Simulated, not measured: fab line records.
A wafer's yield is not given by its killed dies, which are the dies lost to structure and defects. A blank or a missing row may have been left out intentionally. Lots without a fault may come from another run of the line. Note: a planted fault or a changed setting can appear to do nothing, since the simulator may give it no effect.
Chamber matching -- flow nand_harc -- rie_diel-06 running NHARC_P_ZERO_WELL_DESCUM_26: 4 sister chambers
The step chemistry O2, time 3 s. 8 wafers are shown with their chamber, then 7 later ones without.

== EACH WAFER AND ITS CHAMBER ==
wafer,chamber,drypump_motor_current_A (A),rf_vpp_V (V)
L075.4,0,5.9,58.9
L078.3,1,6.2,56.8
L078.4,0,5.9,58.2
L080.5,2,5.6,57.6
L085.5,1,6.1,56.8
L085.6,3,5.0,57.6
L089.2,3,5.0,57.7
L089.3,2,5.6,58.2

== WAFERS WITH NO CHAMBER GIVEN ==
wafer,drypump_motor_current_A (A),rf_vpp_V (V)
L089.5,5.6,59.0
L094.1,5.9,57.5
L094.3,5.6,59.1
L094.5,5.6,58.6
L097.2,5.0,57.7
L097.3,6.0,60.3
L097.5,5.0,57.9

== WHICH CHAMBER EACH ONE RAN IN ==
wafer,from the rows above,in truth
L089.5,2,2
L094.1,0,0
L094.3,2,2
L094.5,2,2
L097.2,3,3
L097.3,0,0
L097.5,3,3
7 of 7 placed correctly. Left unplaced by these rows: 0. Placed wrongly: 0.
How it was worked out, from the rows above alone: a wafer's distance from a chamber is the root of the sum, over the readings, of the square of ((its reading less the chamber's mean) divided by the reading's scatter). If the next closest chamber is less than 2 further off than the closest, the wafer can't be placed; otherwise it belongs to the closest. The mean given for a chamber averages the wafers shown for that chamber. The scatter: take each reading less its chamber's mean, square it, sum over the shown wafers, divide by the number of wafers less the number of chambers, and take the root.
